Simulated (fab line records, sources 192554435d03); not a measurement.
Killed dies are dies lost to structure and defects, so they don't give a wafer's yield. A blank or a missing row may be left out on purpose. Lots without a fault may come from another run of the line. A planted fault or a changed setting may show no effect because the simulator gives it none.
fab line records | flow n5_finfet
record lots=12 wafers=36 last_day=17
route steps=1938 shown PMOS_HMC_CHANNEL_EPI@78 MIM_TOP_ETCH@1853 MIM_BOT_LITHO@1863 MIM_BOT_ETCH@1866 PASSIVATION@1936
lots that met no fault: from a run of the same line without faults
start_h: hours from the record's first day to the start of the lot's first wafer shown | wait_h: hours since the lot's step before | " the same as in the row above | L1.1+2: a row that stands for several wafers | - no value, or no start given | * or withheld: withheld | < > ~ a bound
route shown NAME@n: a module of which the file shows steps, and the number in the route of the first | usual: mean/standard deviation of fault-free wafers | same: alike in all rows | chamber/n: place in a boat | sites: the reading at each site | _std_site: their standard deviation | _edge_site: outer sites' mean less inner sites' | radius_mm: how far each site lies from the wafer's centre | mask NAME#n: copy n | behind: the tool/chamber that last shaped the wafer | hold: why the lot was held/for how many hours/how that ended | device: the transistor (n, p or np) that didn't switch | end of line: the same wafers' tests at the end of the route | a step without rows: its recipe alone | killed: dies lost to structure and defects at the first sort, not the wafer's yield | map: a wafer's dies, x killed, . not, _ none there
set.NAME: the setting as run; set.NAME@STEP: as run at that earlier step | model.NAME: the simulator's own value behind a step, which no gauge read
steps of the route over a sample of lots; a table a step, a row a wafer
services: from which hour (start_h, from the record's first day; less than 0 if before it) a tool's chamber was out of use, for how many hours, and why
## steps
# step N5_PMOS_HMC_CHANNEL_EPI_EPI_20
# recipe material=SiGe30 mask_material=SiO2 pressure_torr=20 target_thk_a=590 temp_c=600
# columns lot.wafer tool chamber start_h wait_h
L860.2+3+5 epi_rpcvd-01 0 24.06 0.2
L862.1+2+5 epi_rpcvd-01 0 35.97 0.0
L863.1+4+6 epi_rpcvd-02 0 41.91 0.0
L864.2+3+4 epi_rpcvd-01 0 48.57 0.2
L869.1+3+6 epi_rpcvd-04 0 78.68 0.0
L871.3+4+5 epi_rpcvd-01 0 91.03 0.4
L874.1+3+5 epi_rpcvd-01 0 108.86 0.0
L875.2+4+6 epi_rpcvd-02 0 114.22 0.2
L876.1+5+6 epi_rpcvd-04 0 119.67 0.0
L877.4+5+6 epi_rpcvd-02 0 127.19 0.6
L878.2+4+5 epi_rpcvd-04 0 132.37 0.3
L879.2+4+6 epi_rpcvd-02 0 138.83 0.2
# step N5_MIM_TOP_ETCH_PECVD_03
# recipe material=SiNx target_thk_a=200 temp_c=400 precursor=SiH4/NH3/N2 pressure_torr=1.5 rf_w=300 time_s=17.6
# usual heater_power_w=793/76 showerhead_plenum_p_Torr=5.16/0.066 throttle_valve_pct=40.1/2.7
# columns lot.wafer tool chamber start_h wait_h heater_power_w showerhead_plenum_p_Torr throttle_valve_pct
L860.2 pecvd-04 1 289.30 - 757 5.09 41.4
L860.3 " 2 " " 845 5.14 41.1
L860.5 " 1 " " 771 5.09 41.4
L862.1 pecvd-02 0 304.37 - 885 5.10 38.5
L862.2 " 1 " " 793 5.06 38.0
L862.5 " 2 " " 849 5.18 39.2
L863.1 pecvd-02 0 305.78 - 773 5.10 38.3
L863.4 " 0 " " 778 5.11 38.6
L863.6 " 2 " " 877 5.18 39.4
L864.2 pecvd-01 1 327.50 - 655 5.23 43.7
L864.3 " 2 " " 859 5.19 36.3
L864.4 " 2 " " 842 5.20 36.2
L869.1 pecvd-02 2 330.91 - 757 5.17 39.2
L869.3 " 0 " " 896 5.09 38.5
L869.6 " 1 " " 903 5.05 38.3
L871.3 pecvd-02 2 336.19 - 856 5.18 39.3
L871.4 " 0 " " 803 5.09 38.7
L871.5 " 1 " " 756 5.06 38.0
L875.2 pecvd-01 1 355.84 - 716 5.23 43.4
L875.4 " 2 " " 850 5.20 36.3
L875.6 " 1 " " 711 5.23 43.6
L874.1 pecvd-01 1 376.56 - 693 5.23 43.5
L874.3 " 0 " " 752 5.23 44.8
L874.5 " 1 " " 702 5.23 43.7
L877.4 pecvd-04 0 384.40 - 810 5.22 41.2
L877.5 " 0 " " 798 5.22 41.0
L877.6 " 2 " " 863 5.14 41.6
L876.1 pecvd-01 0 385.30 - 799 5.24 44.5
L876.5 " 1 " " 658 5.23 43.5
L876.6 " 2 " " 836 5.20 36.2
L878.2 pecvd-02 1 387.77 - 915 5.04 37.9
L878.4 " 2 " " 779 5.19 39.2
L878.5 " 1 " " 748 5.05 38.3
L879.2 pecvd-01 0 399.62 - 767 5.23 44.9
L879.4 " 0 " " 796 5.23 44.9
L879.6 " 2 " " 868 5.19 36.6
# step N5_MIM_BOT_LITHO_OVL_MEAS_11
# recipe points_per_wafer=44
# usual MIM_BOT_OVL=1/5.3
# columns lot.wafer tool chamber start_h wait_h MIM_BOT_OVL[nm]
L860.2 overlay-01 0 289.81 0.0 -2
L860.3 " 0 " " -6
L860.5 " 0 " " -16
L862.1 overlay-02 0 304.76 0.0 -1
L862.2 " 0 " " -2
L862.5 " 0 " " -7
L863.1 overlay-02 0 306.16 0.0 -3
L863.4 " 0 " " -4
L863.6 " 0 " " 1
L864.2 overlay-02 0 327.89 0.0 -11
L864.3 " 0 " " -7
L864.4 " 0 " " -8
L869.1 overlay-01 0 331.42 0.0 11
L869.3 " 0 " " 7
L869.6 " 0 " " 6
L871.3 overlay-02 0 336.58 0.0 1
L871.4 " 0 " " -1
L871.5 " 0 " " 5
L875.2 overlay-01 0 356.22 0.0 7
L875.4 " 0 " " 4
L875.6 " 0 " " 6
L874.1 overlay-01 0 377.07 0.0 -3
L874.3 " 0 " " -2
L874.5 " 0 " " 6
L877.4 overlay-02 0 384.93 0.0 0
L877.5 " 0 " " 7
L877.6 " 0 " " -2
L876.1 overlay-01 0 385.81 0.0 3
L876.5 " 0 " " 1
L876.6 " 0 " " -2
L878.2 overlay-02 0 388.28 0.0 -5
L878.4 " 0 " " -1
L878.5 " 0 " " -5
L879.2 overlay-01 0 400.14 0.0 -4
L879.4 " 0 " " 3
L879.6 " 0 " " 6
# step N5_MIM_BOT_ETCH_ETCH_04
# recipe chemistry=CF4/O2 target=SiNx target_depth_a=260 time_s=13 ion_energy_ev=100 pressure_mtorr=40 source_w=535 bias_w=49 Ar_flow_sccm=100 cf4_flow_sccm=100 O2_flow_sccm=10
# usual drypump_motor_current_A=5.9/0.5 oes_product_au=0.81/0.084 rf_vpp_V=242/4.2 showerhead_plenum_p_Torr=2.26/0.07 throttle_valve_pct=15.90/0.26
# columns lot.wafer tool chamber start_h wait_h drypump_motor_current_A oes_product_au rf_hours_counter_h rf_vpp_V showerhead_plenum_p_Torr throttle_valve_pct
L860.2 rie_diel-01 0 289.94 0.0 6.8 0.71 207 244 2.19 16.20
L860.3 " 1 " " 6.2 0.80 133 245 2.30 15.98
L860.5 " 1 " " 6.2 0.80 - 244 2.30 16.00
L862.1 rie_diel-05 3 304.88 0.0 6.3 0.92 21 237 2.34 15.63
L862.2 " 2 " " 5.6 0.67 232 238 2.27 16.26
L862.5 " 2 " " 5.5 0.66 - 238 2.27 16.28
L863.1 rie_diel-05 2 306.29 0.0 5.6 0.68 232 238 2.27 16.28
L863.4 " 0 " " 5.7 0.91 - 247 2.26 15.97
L863.6 " 2 " " 5.6 0.67 - 237 2.27 16.28
L864.2 rie_diel-02 2 328.01 0.0 5.6 0.76 137 242 2.20 15.99
L864.3 " 3 " " 6.0 0.84 82 239 2.33 16.11
L864.4 " 3 " " 5.9 0.85 - 239 2.33 16.12
L869.1 rie_diel-02 1 331.70 0.1 6.5 0.84 74 244 2.32 15.72
L869.3 " 1 " " 6.5 0.84 - 245 2.32 15.75
L869.6 " 2 " " 5.6 0.77 - 243 2.20 15.99
L871.3 rie_diel-05 2 337.08 0.0 5.6 0.66 245 237 2.26 16.30
L871.4 " 0 " " 5.6 0.89 45 247 2.25 16.00
L871.5 " 3 " " 6.2 0.89 - 237 2.34 15.67
L875.2 rie_diel-02 0 356.64 0.0 6.2 0.94 5 246 2.26 15.37
L875.4 " 3 " " 5.9 0.84 88 238 2.33 16.14
L875.6 " 0 " " 6.2 0.93 - 245 2.26 15.36
L874.1 rie_diel-01 3 377.19 0.0 5.1 0.78 121 234 2.14 15.88
L874.3 " 0 " " 6.8 0.67 245 245 2.18 16.28
L874.5 " 1 " " 6.1 0.75 - 243 2.28 16.07
L877.4 rie_diel-02 2 385.08 0.0 5.7 0.75 155 243 2.19 16.02
L877.5 " 3 " " 6.0 0.84 - 236 2.33 16.16
L877.6 " 2 " " 5.7 0.75 - 243 2.19 16.02
L876.1 rie_diel-02 0 385.94 0.0 6.2 0.91 12 245 2.26 15.40
L876.5 " 1 " " 6.5 0.81 - 243 2.32 15.75
L876.6 " 0 " " 6.2 0.92 - 245 2.26 15.38
L878.2 rie_diel-02 0 388.40 0.0 6.2 0.90 14 246 2.26 15.38
L878.4 " 1 " " 6.5 0.81 95 244 2.32 15.78
L878.5 " 3 " " 6.0 0.82 - 237 2.33 16.17
L879.2 rie_diel-05 3 400.26 0.0 6.2 0.87 56 236 2.33 15.70
L879.4 " 3 " " 6.2 0.86 - 235 2.33 15.70
L879.6 " 2 " " 5.5 0.92 - 237 2.26 15.85
# step N5_PASSIVATION_PROBE_49
# usual defect_limited_yield=91.2/1.5 killed_at_M0_to_M3=33/9.6 killed_at_M4_up=14/5.6 killed_at_contacts=14/5.5 killed_at_front_end=40/13 killed_at_other=4/3 killed_dies=104/17 killed_on_rim=14/4.3 killed_open=68/13 killed_short=33/7.2 sort_bin_5_function=5.2/0.95 sort_bin_6_memory=3.3/0.62 sort_n_pass=1076/17 sort_yield_pct=91.2/1.5
# same gross_dies=1180 killed_at_back_side=0 sort_bin_4_leakage[%]=0 sort_bin_8_speed[%]=0
# columns lot.wafer tool chamber start_h wait_h defect_limited_yield[%] killed_at_M0_to_M3 killed_at_M4_up killed_at_contacts killed_at_front_end killed_at_other killed_dies killed_on_rim killed_open killed_short sort_bin_5_function[%] sort_bin_6_memory[%] sort_n_pass sort_yield_pct[%]
L871.3 prober-02 - 346.95 0.1 84.0 19 7 7 152 4 189 30 65 38 10.5 4.1 991 84.0
L871.4 prober-02 - 347.00 0.2 87.0 19 7 12 113 2 153 19 57 23 8.3 3.4 1027 87.0
L871.5 prober-02 - 347.05 0.2 86.3 22 13 12 114 1 162 19 57 26 9.0 3.6 1018 86.3
L874.1 prober-01 - 387.20 0.0 83.1 36 16 22 118 8 200 38 82 32 10.2 5.1 980 83.1
L874.3 prober-01 - 387.30 0.1 84.6 53 9 17 101 2 182 26 67 34 10.4 3.8 998 84.6
L874.5 prober-01 - 387.40 0.2 84.2 40 9 18 113 7 187 24 70 43 10.0 4.5 993 84.2
L876.1 prober-02 - 397.74 0.0 87.9 34 25 9 68 7 143 14 99 42 7.6 4.1 1037 87.9
L876.5 prober-02 - 397.94 0.2 88.7 34 25 7 61 6 133 20 80 49 6.4 3.8 1047 88.7
L876.6 prober-02 - 397.99 0.3 90.8 43 13 7 45 1 109 13 74 32 5.3 3.3 1071 90.8
L878.2 prober-01 - 400.12 0.1 90.1 39 17 15 44 2 117 14 79 36 6.0 3.8 1063 90.1
L878.4 prober-01 - 400.22 0.2 92.3 29 7 10 42 3 91 17 59 31 4.5 2.9 1089 92.3
L878.5 prober-01 - 400.27 0.2 89.3 48 12 9 55 2 126 17 78 45 6.3 4.1 1054 89.3
# killed by level:class
L871.3 PMOS_HMC_CHANNEL_EPI:unspecified=86 STI_FIN_REVEAL:geometric_particle:open=18 FIN_SAQP:geometric_particle:short=16 MOL_CONTACT_COAG:geometric_particle:open=7 GATE_CUT:geometric_particle:short=6 SPACER0:geometric_particle:open=5 STI_FIN_REVEAL:geometric_particle:short=4 SPACER0:geometric_particle:short=4
L871.4 PMOS_HMC_CHANNEL_EPI:unspecified=71 GATE_CUT:geometric_particle:open=11 MOL_CONTACT_COAG:geometric_particle:open=10 STI_FIN_REVEAL:geometric_particle:open=6 FIN_SAQP:geometric_particle:open=5 BEOL_M0_SAQP:geometric_particle:open=5 BEOL_M1:geometric_particle:open=5 STI_FIN_REVEAL:geometric_particle:short=4
L871.5 PMOS_HMC_CHANNEL_EPI:unspecified=77 DUMMY_GATE:geometric_particle:open=8 MOL_CONTACT_COAG:geometric_particle:open=7 GATE_CUT:geometric_particle:open=6 BEOL_M1:geometric_particle:open=6 MOL_CONTACT_COAG:geometric_particle:short=5 FIN_SAQP:geometric_particle:open=4 STI_FIN_REVEAL:geometric_particle:open=4
L874.1 PMOS_HMC_CHANNEL_EPI:unspecified=85 MOL_CONTACT_COAG:geometric_particle:open=18 BEOL_M3:geometric_particle:open=14 FIN_SAQP:geometric_particle:open=12 BEOL_M1:geometric_particle:open=9 STI_FIN_REVEAL:geometric_particle:open=6 BEOL_M1:geometric_particle:short=5 BEOL_M5:geometric_particle:open=5
L874.3 PMOS_HMC_CHANNEL_EPI:unspecified=78 BEOL_M1:geometric_particle:open=14 MOL_CONTACT_COAG:geometric_particle:open=11 BEOL_M0_SAQP:geometric_particle:short=10 BEOL_M3:geometric_particle:open=9 BEOL_M0_SAQP:geometric_particle:open=8 BEOL_M2:geometric_particle:open=7 MOL_CONTACT_COAG:geometric_particle:short=6
L874.5 PMOS_HMC_CHANNEL_EPI:unspecified=73 MOL_CONTACT_COAG:geometric_particle:open=15 FIN_SAQP:geometric_particle:short=14 BEOL_M0_SAQP:geometric_particle:open=11 BEOL_M0_SAQP:geometric_particle:short=10 FIN_SAQP:geometric_particle:open=9 BEOL_M3:geometric_particle:open=6 STARTING-WAFER:geometric_particle:short=5
L876.1 STI_FIN_REVEAL:geometric_particle:open=18 FIN_SAQP:geometric_particle:open=15 BEOL_M4:geometric_particle:open=12 BEOL_M2:geometric_particle:open=11 FIN_SAQP:geometric_particle:short=8 DUMMY_GATE:geometric_particle:open=8 BEOL_M0_SAQP:geometric_particle:open=8 GATE_CUT:geometric_particle:open=7
L876.5 FIN_SAQP:geometric_particle:open=24 FIN_SAQP:geometric_particle:short=16 BEOL_M4:geometric_particle:open=12 BEOL_M0_SAQP:geometric_particle:short=8 BEOL_M1:geometric_particle:open=6 BEOL_M2:geometric_particle:open=6 BEOL_M4:geometric_particle:short=5 BEOL_M0_SAQP:geometric_particle:open=5
L876.6 FIN_SAQP:geometric_particle:open=13 BEOL_M0_SAQP:geometric_particle:short=12 BEOL_M4:geometric_particle:open=10 BEOL_M0_SAQP:geometric_particle:open=9 STI_FIN_REVEAL:geometric_particle:open=7 BEOL_M2:geometric_particle:open=7 MOL_CONTACT_COAG:geometric_particle:open=6 FIN_SAQP:geometric_particle:short=5
L878.2 FIN_SAQP:geometric_particle:open=12 MOL_CONTACT_COAG:geometric_particle:open=12 BEOL_M0_SAQP:geometric_particle:open=9 BEOL_M3:geometric_particle:open=9 BEOL_M0_SAQP:geometric_particle:short=8 BEOL_M4:geometric_particle:open=8 FIN_SAQP:geometric_particle:short=7 STI_FIN_REVEAL:geometric_particle:open=6
L878.4 FIN_SAQP:geometric_particle:open=13 MOL_CONTACT_COAG:geometric_particle:open=8 BEOL_M3:geometric_particle:open=8 FIN_SAQP:geometric_particle:short=7 STI_FIN_REVEAL:geometric_particle:open=7 BEOL_M0_SAQP:geometric_particle:open=6 BEOL_M0_SAQP:geometric_particle:short=4 STARTING-WAFER:geometric_particle:short=4
L878.5 BEOL_M0_SAQP:geometric_particle:open=16 FIN_SAQP:geometric_particle:short=15 BEOL_M0_SAQP:geometric_particle:short=12 STI_FIN_REVEAL:geometric_particle:open=9 DUMMY_GATE:geometric_particle:open=9 BEOL_M2:geometric_particle:open=8 FIN_SAQP:geometric_particle:open=7 MOL_CONTACT_COAG:geometric_particle:open=7
## services
# columns tool chamber start_h hours kind
pecvd-02 - 2.02 6.0 pm
pecvd-02 - 14.05 1.0 repair
pecvd-01 - 25.03 0.7 repair
rie_diel-02 0 44.15 1.3 repair
rie_diel-02 - 44.53 0.1 repair
rie_diel-02 1 54.43 23.6 repair
pecvd-02 2 60.07 19.6 repair
pecvd-01 - 70.43 2.8 pm
rie_diel-02 1 90.78 3.3 repair
epi_rpcvd-01 - 137.66 2.8 pm
pecvd-01 - 154.39 1.6 repair
pecvd-02 0 156.38 6.4 repair
pecvd-01 0 221.01 1.7 repair
pecvd-01 - 224.83 0.8 repair
pecvd-01 - 243.92 14.6 pm
epi_rpcvd-01 - 265.05 28.1 pm
pecvd-01 1 289.14 3.5 repair
rie_diel-02 2 306.72 4.8 repair
pecvd-01 - 310.82 0.3 repair
rie_diel-02 3 317.48 4.5 repair
rie_diel-02 3 329.20 11.3 repair
rie_diel-02 2 332.84 7.0 repair
pecvd-02 2 365.17 18.7 repair
rie_diel-02 0 379.82 4.5 repair
## key
first_sign step=N5_PASSIVATION_PROBE_49 reading=killed_at_front_end direction=up sigmas=6.2 usual=40 struck=118
effect step=N5_PASSIVATION_PROBE_49 reading=defect_limited_yield direction=down sigmas=4.4 usual=91.2 struck=84.8
more_kills_born_at N5_PMOS_HMC_CHANNEL_EPI_EPI_20@epi_rpcvd-01=470
met_at N5_PMOS_HMC_CHANNEL_EPI_EPI_20
struck_lots L871,L874
not_acting_at N5_MIM_TOP_ETCH_PECVD_03,N5_MIM_BOT_LITHO_OVL_MEAS_11,N5_MIM_BOT_ETCH_ETCH_04
onset_between 48.57 91.03
fault kind=chamber_particle_source tool=epi_rpcvd-01 chamber=- onset_h=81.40 steps=N5_PMOS_HMC_CHANNEL_EPI_EPI_20 rate_per_visit_cm2=0.40437 end_h=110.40
